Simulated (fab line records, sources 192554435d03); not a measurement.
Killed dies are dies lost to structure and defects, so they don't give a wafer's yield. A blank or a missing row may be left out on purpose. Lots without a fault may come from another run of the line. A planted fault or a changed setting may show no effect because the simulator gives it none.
fab line records | flow n5_finfet
record lots=7 wafers=21
route steps=1938 shown ZERO_LAYER@4 PMOS_HMC_CHANNEL_EPI@57 FIN_SAQP@98 DUMMY_GATE@224 SD_EPI_N@288
start_h: hours from the record's first day to the start of the lot's first wafer shown | wait_h: hours since the lot's step before | " the same as in the row above | L1.1+2: a row that stands for several wafers | - no value, or no start given | * or withheld: withheld | < > ~ a bound
route shown NAME@n: a module of which the file shows steps, and the number in the route of the first | usual: mean/standard deviation of fault-free wafers | same: alike in all rows | chamber/n: place in a boat | sites: the reading at each site | _std_site: their standard deviation | _edge_site: outer sites' mean less inner sites' | radius_mm: how far each site lies from the wafer's centre | mask NAME#n: copy n | behind: the tool/chamber that last shaped the wafer | hold: why the lot was held/for how many hours/how that ended | device: the transistor (n, p or np) that didn't switch | end of line: the same wafers' tests at the end of the route | a step without rows: its recipe alone | killed: dies lost to structure and defects at the first sort, not the wafer's yield | map: a wafer's dies, x killed, . not, _ none there
set.NAME: the setting as run; set.NAME@STEP: as run at that earlier step | model.NAME: the simulator's own value behind a step, which no gauge read
lots whose settings were changed on purpose; a table a step, a row a wafer
## steps
# step N5_ZERO_LAYER_PECVD_02
# recipe material=SiO2 target_thk_a=100 temp_c=400 precursor=SiH4/N2O pressure_torr=0.75 rf_w=275 time_s=6
# columns lot.wafer tool chamber start_h wait_h set.time_s model.SiO2_of_ZERO_LAYER_PECVD_02.thk_nm
L074.2 pecvd-01 2 12.28 0.0 6 10.02
L074.3 " 0 " " 6 10.13
L074.5 " 0 " " 6 10.16
L076.3 pecvd-02 0 24.30 0.0 6 10.17
L076.4 " 0 " " 6.751 11.49
L076.6 " 2 " " 6.751 11.3
L080.2 pecvd-02 1 48.28 0.0 6 9.858
L080.4 " 0 " " 6 10.06
L080.6 " 2 " " 6 9.997
L082.1 pecvd-01 2 60.28 0.0 5.66 9.464
L082.2 " 1 " " 6 9.953
L082.5 " 0 " " 5.66 9.787
L083.2 pecvd-02 2 66.28 0.0 6 9.762
L083.4 " 1 " " 6 9.97
L083.6 " 0 " " 5.577 9.118
L087.2 pecvd-02 1 90.28 0.0 6 9.845
L087.4 " 0 " " 6 9.87
L087.6 " 1 " " 6 9.84
L089.3 pecvd-04 2 102.30 0.0 6 10.17
L089.4 " 2 " " 6 10.21
L089.5 " 0 " " 6 10.32
# step N5_ZERO_LAYER_EXPOSE_08
# recipe mask_id=ZERO na=0.55 source_shape=conventional sigma_outer=0.8 polarization=unpolarized defocus_nm=0 target_cd_nm=2000 dose_mj=16.2
# columns lot.wafer tool chamber start_h wait_h mask set.dose_mj
L074.2+3+5 krf_scanner-01 0 12.60 - ZERO#0 16.2
L076.3+4+6 krf_scanner-02 0 24.62 - ZERO#0 16.2
L080.2 krf_scanner-01 0 48.60 - ZERO#0 16.71
L080.4+6 " 0 " " ZERO#0 16.2
L082.1+2+5 krf_scanner-02 0 60.59 - ZERO#0 15.61
L083.2+6 krf_scanner-02 0 66.47 - ZERO#0 16.94
L083.4 " 0 " " ZERO#0 16.2
L087.2+6 krf_scanner-02 0 90.60 - ZERO#0 16.2
L087.4 " 0 " " ZERO#0 17.19
L089.3+5 krf_scanner-02 0 102.62 - ZERO#0 16.95
L089.4 " 0 " " ZERO#0 16.2
# step N5_ZERO_LAYER_PEB_09
# recipe peb_temp_c=withheld peb_time_s=*
# step N5_ZERO_LAYER_DEVELOP_10
# recipe develop_time_s=60 rinse_liquid=diw dry=air_spin dev_temp_c=21
# step N5_ZERO_LAYER_HARDBAKE_23
# recipe temp_c=130 time_s=120
# step N5_ZERO_LAYER_CD_MEAS_11
# recipe target_cd_nm=2000 landing_energy_ev=500 detector=se_inlens
# usual cd_nm=2000.7/2.2
# columns lot.wafer tool chamber start_h wait_h set.dose_mj@ZERO_LAYER_EXPOSE_08 cd_nm
L074.2 cd_sem-02 0 12.77 - 16.2 2002.3
L074.3 " 0 " " 16.2 1998.9
L074.5 " 0 " " 16.2 1997.6
L076.3 cd_sem-03 0 24.79 - 16.2 1999.9
L076.4 " 0 " " 16.2 2001.8
L076.6 " 0 " " 16.2 1998.6
L080.2 cd_sem-01 0 48.77 - 16.71 2008.6
L080.4 " 0 " " 16.2 2004.7
L080.6 " 0 " " 16.2 2000.2
L082.1 cd_sem-01 0 60.77 - 15.61 1994.0
L082.2 " 0 " " 15.61 1995.4
L082.5 " 0 " " 15.61 1993.6
L083.2 cd_sem-01 0 66.64 - 16.94 2007.4
L083.4 " 0 " " 16.2 1998.7
L083.6 " 0 " " 16.94 2003.9
L087.2 cd_sem-03 0 90.77 - 16.2 1998.0
L087.4 " 0 " " 17.19 2007.2
L087.6 " 0 " " 16.2 1999.1
L089.3 cd_sem-02 0 102.79 - 16.95 2010.8
L089.4 " 0 " " 16.2 1998.2
L089.5 " 0 " " 16.95 2009.5
# step N5_PMOS_HMC_CHANNEL_EPI_HM_DEP_34
# recipe material=SiO2 target_thk_a=360 temp_c=400 precursor=TEOS/O2 pressure_torr=6.5 rf_w=900 teos_flow_sccm=161.4 gas=O2 flow_sccm=2650 time_s=6.9
# columns lot.wafer tool chamber start_h wait_h set.time_s model.SiO2_of_PMOS_HMC_CHANNEL_EPI_HM_DEP_34.thk_nm
L074.2 pecvd-01 2 17.17 0.0 6.9 35.16
L074.3 " 0 " " 6.9 35.18
L074.5 " 2 " " 6.9 35.66
L076.3 pecvd-01 0 29.16 0.0 6.9 35.01
L076.4 " 2 " " 6.9 36.24
L076.6 " 1 " " 6.359 33.39
L080.2 pecvd-01 2 53.09 0.0 6.445 33.48
L080.4 " 2 " " 6.445 33.86
L080.6 " 0 " " 6.445 33.41
L082.1 pecvd-02 1 64.96 0.0 6.62 34.58
L082.2 " 0 " " 6.9 35.44
L082.5 " 0 " " 6.9 36.03
L083.2 pecvd-03 1 70.98 0.0 6.9 36.04
L083.4 " 0 " " 6.9 35.98
L083.6 " 1 " " 6.9 36.73
L087.2 pecvd-01 0 97.24 0.0 6.9 35.82
L087.4 " 1 " " 6.9 36.23
L087.6 " 0 " " 6.9 36.02
L089.3 pecvd-03 0 107.04 0.0 7.379 38.12
L089.4 " 0 " " 6.9 35.98
L089.5 " 1 " " 7.379 39.11
# step N5_FIN_SAQP_PECVD_47
# recipe material=a-Si target_thk_a=450 temp_c=400 precursor=SiH4/He pressure_torr=3 rf_w=100 time_s=36.3
# columns lot.wafer tool chamber start_h wait_h set.time_s model.a-Si_of_FIN_SAQP_PECVD_47.thk_nm
L074.2 pecvd-04 0 21.98 0.0 36.3 44.94
L074.3 " 2 " " 36.3 44.68
L074.5 " 0 " " 36.3 45.36
L076.3 pecvd-03 2 33.51 0.0 36.3 44.62
L076.4 " 2 " " 40.1 50.29
L076.6 " 1 " " 36.3 45.83
L080.2 pecvd-02 1 56.99 0.0 36.3 44.02
L080.4 " 2 " " 39.03 48.58
L080.6 " 0 " " 39.03 47.85
L082.1 pecvd-03 0 68.75 0.0 36.3 44.77
L082.2 " 2 " " 36.3 44.64
L082.5 " 1 " " 40.25 51.33
L083.2 pecvd-03 2 74.90 0.0 36.3 44.22
L083.4 " 2 " " 36.3 44.53
L083.6 " 1 " " 36.3 45.71
L087.2 pecvd-03 0 101.12 0.0 41.56 51.45
L087.4 " 0 " " 36.3 45.35
L087.6 " 1 " " 36.3 46.17
L089.3 pecvd-04 1 110.95 0.0 33.11 41.02
L089.4 " 2 " " 33.11 42.04
L089.5 " 1 " " 36.3 45.48
# step N5_FIN_SAQP_PEB_14
# recipe peb_temp_c=withheld peb_time_s=60 resist=CAR-ArF
# columns lot.wafer tool chamber start_h wait_h set.peb_time_s
L074.2+3+5 litho_track-02 0 22.57 0.0 60
L076.3+6 litho_track-02 0 34.10 0.0 52.19
L076.4 " 0 " " 60
L080.2+6 litho_track-02 0 57.57 0.0 53.14
L080.4 " 0 " " 60
L082.1 litho_track-04 0 69.33 0.1 60
L082.2+5 " 0 " " 69.35
L083.2 litho_track-02 0 75.48 0.0 70.31
L083.4+6 " 0 " " 60
L087.2+4+6 litho_track-03 0 101.58 0.0 60
L089.3 litho_track-03 0 111.54 0.0 60
L089.4+5 " 0 " " 68.44
# step N5_FIN_SAQP_DEVELOP_15
# recipe develop_time_s=30 developer=TMAH resist=CAR-ArF dev_temp_c=23 rinse_liquid=diw dry=air_spin
# step N5_FIN_SAQP_CD_MEAS_16
# recipe target_cd_nm=35.6 landing_energy_ev=500 detector=se_inlens
# usual cd_nm=35.6/0.36
# columns lot.wafer tool chamber start_h wait_h set.peb_time_s@FIN_SAQP_PEB_14 cd_nm
L074.2 cd_sem-03 0 22.64 - 60 35.4
L074.3 " 0 " " 60 35.4
L074.5 " 0 " " 60 35.7
L076.3 cd_sem-03 0 34.17 - 52.19 37.6
L076.4 " 0 " " 60 35.3
L076.6 " 0 " " 52.19 37.7
L080.2 cd_sem-03 0 57.64 - 53.14 37.4
L080.4 " 0 " " 60 35.5
L080.6 " 0 " " 53.14 37.4
L082.1 cd_sem-01 0 69.40 - 60 35.1
L082.2 " 0 " " 69.35 33.3
L082.5 " 0 " " 69.35 33.4
L083.2 cd_sem-03 0 75.55 - 70.31 33.1
L083.4 " 0 " " 60 35.0
L083.6 " 0 " " 60 35.4
L087.2 cd_sem-01 0 101.65 - 60 35.7
L087.4 " 0 " " 60 36.3
L087.6 " 0 " " 60 35.9
L089.3 cd_sem-03 0 111.61 - 60 35.3
L089.4 " 0 " " 68.44 33.8
L089.5 " 0 " " 68.44 33.7
# step N5_FIN_SAQP_MANDREL_ETCH_58
# recipe chemistry=HBr/Cl2 target=a-Si target_depth_a=450 bt_time_s=10 stop_on=SiNx mask_material=SiO2 over_etch_frac=0.8 time_s=27 pressure_mtorr=10 icp_w=800 bias_w=75 HBr_flow_sccm=150 Cl2_flow_sccm=80 ends=end_point
# columns lot.wafer tool chamber start_h wait_h set.icp_w set.time_s@FIN_SAQP_PECVD_47 model.etch.depth_nm
L074.2 rie_si-01 1 25.11 0.0 800 36.3 44.94
L074.3 " 2 " " 800 36.3 44.68
L074.5 " 2 " " 800 36.3 45.36
L076.3 rie_si-02 1 36.76 0.0 800 36.3 44.62
L076.4 " 3 " " 800 40.1 50.29
L076.6 " 3 " " 800 36.3 45.83
L080.2 rie_si-01 0 60.21 0.0 800 36.3 44.02
L080.4 " 3 " " 749.6 39.03 48.58
L080.6 " 0 " " 800 39.03 47.85
L082.1 rie_si-01 2 71.77 0.0 868.6 36.3 44.77
L082.2 " 3 " " 800 36.3 44.64
L082.5 " 2 " " 800 40.25 51.33
L083.2 rie_si-06 1 78.53 0.0 800 36.3 44.22
L083.4 " 2 " " 800 36.3 44.53
L083.6 " 2 " " 800 36.3 45.71
L087.2 rie_si-01 1 104.12 0.0 800 41.56 51.45
L087.4 " 2 " " 900.2 36.3 45.35
L087.6 " 3 " " 900.2 36.3 46.17
L089.3 rie_si-01 3 114.20 0.0 749.6 33.11 41.02
L089.4 " 1 " " 749.6 33.11 42.04
L089.5 " 1 " " 800 36.3 45.48
# step N5_DUMMY_GATE_COAT_28
# recipe resist=underlayer temp_c=205 time_s=60 spin_rpm=1500 resist_thk_nm=10
# columns lot.wafer tool chamber start_h wait_h set.spin_rpm model.underlayer_of_DUMMY_GATE_COAT_28.thk_nm
L074.2+3+5 litho_track-04 0 - - 1500 10
L076.3+4+6 litho_track-04 0 - - 1500 10
L080.2 litho_track-03 0 - - 1648 9.6
L080.4+6 " 0 " " 1500 10
L082.1+5 litho_track-05 0 - - 1596 9.8
L082.2 " 0 " " 1500 10
L083.2+6 litho_track-04 0 - - 1500 10
L083.4 " 0 " " 1637 9.6
L087.2+4+6 litho_track-05 0 - - 1500 10
L089.3+4+5 litho_track-04 0 - - 1500 10
# step N5_DUMMY_GATE_EXPOSE_12
# recipe mask_id=GATE na=0.33 source_shape=annular sigma_inner=0.2 sigma_outer=0.6 polarization=unpolarized target_cd_nm=25 dose_mj=34
# columns lot.wafer tool chamber start_h wait_h mask set.dose_mj
L074.2+3+5 euv_scanner-01 0 48.75 - GATE#0 34
L076.3+6 euv_scanner-01 0 58.70 - GATE#0 34
L076.4 " 0 " " GATE#0 36.44
L080.2+4+6 euv_scanner-02 0 80.71 - GATE#0 34
L082.1+5 euv_scanner-01 0 92.55 - GATE#0 34.74
L082.2 " 0 " " GATE#0 34
L083.2+4 euv_scanner-02 0 99.60 - GATE#0 31.73
L083.6 " 0 " " GATE#0 34
L087.2+6 euv_scanner-01 0 131.26 - GATE#0 34
L087.4 " 0 " " GATE#0 32.48
L089.3+5 euv_scanner-02 0 139.18 - GATE#0 34
L089.4 " 0 " " GATE#0 34.71
# step N5_DUMMY_GATE_PEB_13
# recipe peb_temp_c=100 peb_time_s=60 resist=CAR-EUV
# step N5_DUMMY_GATE_DEVELOP_14
# recipe develop_time_s=30 developer=TMAH resist=CAR-EUV rinse_liquid=surfactant_rinse dry=air_spin dev_temp_c=23
# step N5_DUMMY_GATE_CD_MEAS_15
# recipe target_cd_nm=25.8 landing_energy_ev=500 detector=se_inlens
# usual cd_nm=25.07/0.25
# columns lot.wafer tool chamber start_h wait_h set.dose_mj@DUMMY_GATE_EXPOSE_12 cd_nm
L074.2 cd_sem-03 0 48.88 - 34 25.05
L074.3 " 0 " " 34 25.22
L074.5 " 0 " " 34 24.74
L076.3 cd_sem-02 0 58.82 - 34 25.21
L076.4 " 0 " " 36.44 23.52
L076.6 " 0 " " 34 25.31
L080.2 cd_sem-02 0 80.83 - 34 24.85
L080.4 " 0 " " 34 25.17
L080.6 " 0 " " 34 25.04
L082.1 cd_sem-03 0 92.68 - 34.74 24.66
L082.2 " 0 " " 34 24.97
L082.5 " 0 " " 34.74 24.68
L083.2 cd_sem-01 0 99.72 - 31.73 26.66
L083.4 " 0 " " 31.73 26.71
L083.6 " 0 " " 34 25.12
L087.2 cd_sem-01 0 131.39 - 34 25.01
L087.4 " 0 " " 32.48 26.14
L087.6 " 0 " " 34 24.89
L089.3 cd_sem-01 0 139.30 - 34 25.20
L089.4 " 0 " " 34.71 24.62
L089.5 " 0 " " 34 25.17
# step N5_DUMMY_GATE_STRIP_38
# recipe chemistry=N2/H2 temp_c=40 n2_flow_sccm=200 h2_flow_sccm=200 rf_frequency_hz=6e+07
# step N5_DUMMY_GATE_STRIP_39
# recipe chemistry=N2/H2 temp_c=40 n2_flow_sccm=200 h2_flow_sccm=200 rf_frequency_hz=6e+07
# step N5_DUMMY_GATE_TRIM_49
# recipe chemistry=O2 resist=SOC time_s=29 target_cd_nm=14 source_power_w=300 bias_power_w=0 O2_flow_sccm=100 temp_c=20
# columns lot.wafer tool chamber start_h wait_h set.dose_mj@DUMMY_GATE_EXPOSE_12 model.DUMMY_GATE.cd_nm
L074.2+5 rie_si-05 2,3 49.23 0.0 34 14
L074.3 " 0 " " 34 13.4
L076.3 rie_si-05 3 59.17 0.0 34 14.2
L076.4 " 1 " " 36.44 12.4
L076.6 " 3 " " 34 14.4
L080.2 rie_si-05 0 81.33 0.0 34 13
L080.4 " 1 " " 34 14.2
L080.6 " 2 " " 34 14.4
L082.1 rie_si-05 0 93.14 0.0 34.74 13.6
L082.2 " 2 " " 34 14
L082.5 " 2 " " 34.74 13.8
L083.2 rie_si-04 3 100.08 0.0 31.73 15.8
L083.4 " 2 " " 31.73 16.4
L083.6 " 1 " " 34 13.6
L087.2 rie_si-05 2 132.29 0.0 34 13.8
L087.4 " 1 " " 32.48 14.8
L087.6 " 3 " " 34 13.6
L089.3 rie_si-04 2 139.65 0.0 34 14.6
L089.4 " 3 " " 34.71 13.8
L089.5 " 3 " " 34 14
# step N5_DUMMY_GATE_STRIP_40
# recipe chemistry=CF4 resist=SiARC power_w=300 bias_power_w=75 pressure_mtorr=50 cf4_flow_sccm=150 rf_frequency_hz=6e+07
# step N5_DUMMY_GATE_CD_MEAS_50
# recipe target_cd_nm=14
# usual cd_nm=14.0/0.41
# columns lot.wafer tool chamber start_h wait_h set.dose_mj@DUMMY_GATE_EXPOSE_12 cd_nm
L074.2 cd_sem-02 - 49.38 0.0 34 14.1
L074.3 " - " " 34 13.4
L074.5 " - " " 34 13.9
L076.3 cd_sem-03 - 59.32 0.0 34 14.3
L076.4 " - " " 36.44 11.9
L076.6 " - " " 34 14.2
L080.2 cd_sem-02 - 81.66 0.0 34 13.0
L080.4 " - " " 34 14.3
L080.6 " - " " 34 14.2
L082.1 cd_sem-03 - 93.29 0.0 34.74 14.0
L082.2 " - " " 34 14.4
L082.5 " - " " 34.74 13.7
L083.2 cd_sem-03 - 100.23 0.0 31.73 16.1
L083.4 " - " " 31.73 16.3
L083.6 " - " " 34 13.6
L087.2 cd_sem-02 - 132.47 0.0 34 13.9
L087.4 " - " " 32.48 14.9
L087.6 " - " " 34 13.8
L089.3 cd_sem-02 - 139.81 0.0 34 14.7
L089.4 " - " " 34.71 13.8
L089.5 " - " " 34 14.0
# step N5_DUMMY_GATE_ETCH_31
# recipe chemistry=C4F6/O2 target=SiO2 mask_material=SOC target_depth_a=825 time_s=27.5 ion_energy_ev=250 pressure_mtorr=30 source_w=345 bias_w=185 Ar_flow_sccm=300 C4F6_flow_sccm=10 O2_flow_sccm=10
# step N5_DUMMY_GATE_STRIP_41
# recipe chemistry=O2 power_w=400 temp_c=40 pressure_mtorr=30 rf_frequency_hz=6e+07 bias_power_w=0 overash_fraction=0.3 o2_flow_sccm=225
# step N5_DUMMY_GATE_ETCH_32
# recipe chemistry=CF4 target=SiO2 target_depth_a=35 time_s=3.9 ion_energy_ev=350 pressure_mtorr=10 icp_w=800 bias_w=400 cf4_flow_sccm=80
# step N5_DUMMY_GATE_ETCH_23
# recipe chemistry=HBr/Cl2/O2 HBr_flow_sccm=150 Cl2_flow_sccm=80 O2_flow_sccm=12 bias_w=102 target_depth_a=410 time_s=22.3 target=poly-Si mask_material=SiO2 pressure_mtorr=10 icp_w=800
# step N5_DUMMY_GATE_ETCH_44
# recipe chemistry=HBr/O2 over_etch_frac=0.7 target_depth_a=1275 stop_on=SiO2 ion_energy_ev=60 bias_w=20 target=poly-Si mask_material=SiO2 pressure_mtorr=20 icp_w=400 HBr_flow_sccm=120 O2_flow_sccm=10
# columns lot.wafer tool chamber start_h wait_h set.dose_mj@DUMMY_GATE_EXPOSE_12 model.DUMMY_GATE.cd_nm
L074.2+5 rie_si-03 1,3 49.76 0.0 34 14.8
L074.3 " 0 " " 34 14.6
L076.3 rie_si-04 0 59.70 0.0 34 15.4
L076.4 " 0 " " 36.44 13.6
L076.6 " 1 " " 34 15.6
L080.2 rie_si-05 2 82.04 0.0 34 14
L080.4+6 " 0,2 " " 34 15.4
L082.1 rie_si-03 3 93.67 0.0 34.74 14.6
L082.2 " 2 " " 34 15
L082.5 " 3 " " 34.74 15
L083.2 rie_si-05 0 100.61 0.0 31.73 17
L083.4 " 2 " " 31.73 17.2
L083.6 " 1 " " 34 14.4
L087.2 rie_si-05 3 133.04 0.0 34 14.6
L087.4 " 1 " " 32.48 15.8
L087.6 " 2 " " 34 14.4
L089.3 rie_si-05 0 140.19 0.0 34 15.8
L089.4 " 3 " " 34.71 14.6
L089.5 " 1 " " 34 14.6
# step N5_DUMMY_GATE_ETCH_42
# recipe chemistry=CHF3/O2 target=SiO2 target_depth_a=35 time_s=31 ion_energy_ev=30 bias_w=12 pressure_mtorr=30 source_w=600 Ar_flow_sccm=200 CHF3_flow_sccm=50 O2_flow_sccm=5
# columns lot.wafer tool chamber start_h wait_h set.dose_mj@DUMMY_GATE_EXPOSE_12 model.DUMMY_GATE.cd_nm
L074.2 rie_diel-05 3 49.92 0.0 34 14.8
L074.3 " 0 " " 34 14.4
L074.5 " 1 " " 34 14.6
L076.3 rie_diel-06 1 60.08 0.3 34 15.4
L076.4 " 2 " " 36.44 13.4
L076.6 " 3 " " 34 15.6
L080.2 rie_diel-05 0 82.20 0.0 34 13.8
L080.4 " 1 " " 34 15.2
L080.6 " 3 " " 34 15.4
L082.1 rie_diel-05 1 93.95 0.2 34.74 14.6
L082.2 " 0 " " 34 14.8
L082.5 " 0 " " 34.74 14.8
L083.2 rie_diel-05 1 100.77 0.0 31.73 16.8
L083.4 " 0 " " 31.73 17
L083.6 " 1 " " 34 14.2
L087.2+6 rie_diel-06 3 133.23 0.1 34 14.4
L087.4 " 3 " " 32.48 15.8
L089.3 rie_diel-06 1 140.35 0.0 34 15.8
L089.4 " 0 " " 34.71 14.6
L089.5 " 1 " " 34 14.6
# step N5_SD_EPI_N_EPI_21
# recipe material=Si:P dopant=P temp_c=680 pressure_torr=255 time_s=690
# columns lot.wafer tool chamber start_h wait_h set.time_s model.Si-P_of_SD_EPI_N_EPI_21.thk_nm
L074.2 epi_rpcvd-03 0 54.28 0.7 690 58.8
L074.3 " 0 " " 690 59.8
L074.5 " 0 55.78 2.0 690 59.2
L076.3+6 epi_rpcvd-02 0 64.27 0.9 690 58.6
L076.4 " 0 " " 690 58
L080.2 epi_rpcvd-04 0 85.83 0.5 690 59
L080.4 " 0 " " 690 60
L080.6 " 0 " " 767.9 64
L082.1 epi_rpcvd-02 0 98.31 0.1 690 57.4
L082.2 " 0 " " 730.2 60.4
L082.5 " 0 " " 730.2 60
L083.2+6 epi_rpcvd-04 0 104.32 0.5 690 60
L083.4 " 0 " " 765.6 64
L087.2 epi_rpcvd-04 0 137.02 0.4 751.7 63.8
L087.4 " 0 " " 751.7 63.4
L087.6 " 0 " " 690 58.8
L089.3 epi_rpcvd-03 0 144.01 0.7 794.3 64.4
L089.4 " 0 " " 690 59
L089.5 " 0 " " 690 58.8
# step N5_SD_EPI_N_EPI_MEAS_23
# recipe mode=xrd
# usual thk_nm=59.1/1.3
# columns lot.wafer tool chamber start_h wait_h set.time_s@SD_EPI_N_EPI_21 thk_nm
L074.2 film_metro-01 - 56.83 2.0 690 57.7
L074.3 " - " " 690 61.5
L074.5 " - " " 690 59.5
L076.3 film_metro-01 - 65.81 1.2 690 58.2
L076.4 " - " " 690 59.4
L076.6 " - " " 690 59.9
L080.2 film_metro-01 - 87.74 1.5 690 61.7
L080.4 " - " " 690 60.1
L080.6 " - " " 767.9 62.6
L082.1 film_metro-02 - 100.02 1.4 690 56.2
L082.2 " - " " 730.2 60.7
L082.5 " - " " 730.2 59.6
L083.2 film_metro-02 - 106.23 1.5 690 57.2
L083.4 " - " " 765.6 64.9
L083.6 " - " " 690 58.4
L087.2 film_metro-01 - 138.45 1.2 751.7 63.3
L087.4 " - " " 751.7 62.4
L087.6 " - " " 690 58.1
L089.3 film_metro-01 - 145.17 0.9 794.3 64.6
L089.4 " - " " 690 59.4
L089.5 " - " " 690 58.4
## key
split step=N5_ZERO_LAYER_PECVD_02 setting=time_s stated=6 by=wafer
response step=N5_ZERO_LAYER_PECVD_02 reading=model.SiO2_of_ZERO_LAYER_PECVD_02.thk_nm change=+0.094 per=1% r=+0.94
split step=N5_ZERO_LAYER_EXPOSE_08 setting=dose_mj stated=16.2 by=wafer
response step=N5_ZERO_LAYER_CD_MEAS_11 reading=cd_nm change=+1.78 per=1% r=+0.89
split step=N5_PMOS_HMC_CHANNEL_EPI_HM_DEP_34 setting=time_s stated=6.9 by=wafer
response step=N5_PMOS_HMC_CHANNEL_EPI_HM_DEP_34 reading=model.SiO2_of_PMOS_HMC_CHANNEL_EPI_HM_DEP_34.thk_nm change=+0.322 per=1% r=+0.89
split step=N5_FIN_SAQP_PECVD_47 setting=time_s stated=36.3 by=wafer
response step=N5_FIN_SAQP_PECVD_47 reading=model.a-Si_of_FIN_SAQP_PECVD_47.thk_nm change=+0.479 per=1% r=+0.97
response step=N5_FIN_SAQP_MANDREL_ETCH_58 reading=model.etch.depth_nm change=+0.479 per=1% r=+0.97
split step=N5_FIN_SAQP_PEB_14 setting=peb_time_s stated=60 by=wafer
response step=N5_FIN_SAQP_CD_MEAS_16 reading=cd_nm change=-0.133 per=1% r=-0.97
split step=N5_FIN_SAQP_MANDREL_ETCH_58 setting=icp_w stated=800 by=wafer
response none clear
split step=N5_DUMMY_GATE_COAT_28 setting=spin_rpm stated=1500 by=wafer
response step=N5_DUMMY_GATE_COAT_28 reading=model.underlayer_of_DUMMY_GATE_COAT_28.thk_nm change=-0.04 per=1% r=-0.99
split step=N5_DUMMY_GATE_EXPOSE_12 setting=dose_mj stated=34 by=wafer
response step=N5_DUMMY_GATE_CD_MEAS_15 reading=cd_nm change=-0.241 per=1% r=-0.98
response step=N5_DUMMY_GATE_TRIM_49 reading=model.DUMMY_GATE.cd_nm change=-0.295 per=1% r=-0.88
response step=N5_DUMMY_GATE_CD_MEAS_50 reading=cd_nm change=-0.326 per=1% r=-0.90
response step=N5_DUMMY_GATE_ETCH_44 reading=model.DUMMY_GATE.cd_nm change=-0.313 per=1% r=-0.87
response step=N5_DUMMY_GATE_ETCH_42 reading=model.DUMMY_GATE.cd_nm change=-0.326 per=1% r=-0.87
split step=N5_SD_EPI_N_EPI_21 setting=time_s stated=690 by=wafer
response step=N5_SD_EPI_N_EPI_21 reading=model.Si-P_of_SD_EPI_N_EPI_21.thk_nm change=+0.402 per=1% r=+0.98
response step=N5_SD_EPI_N_EPI_MEAS_23 reading=thk_nm change=* per=1% r=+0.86
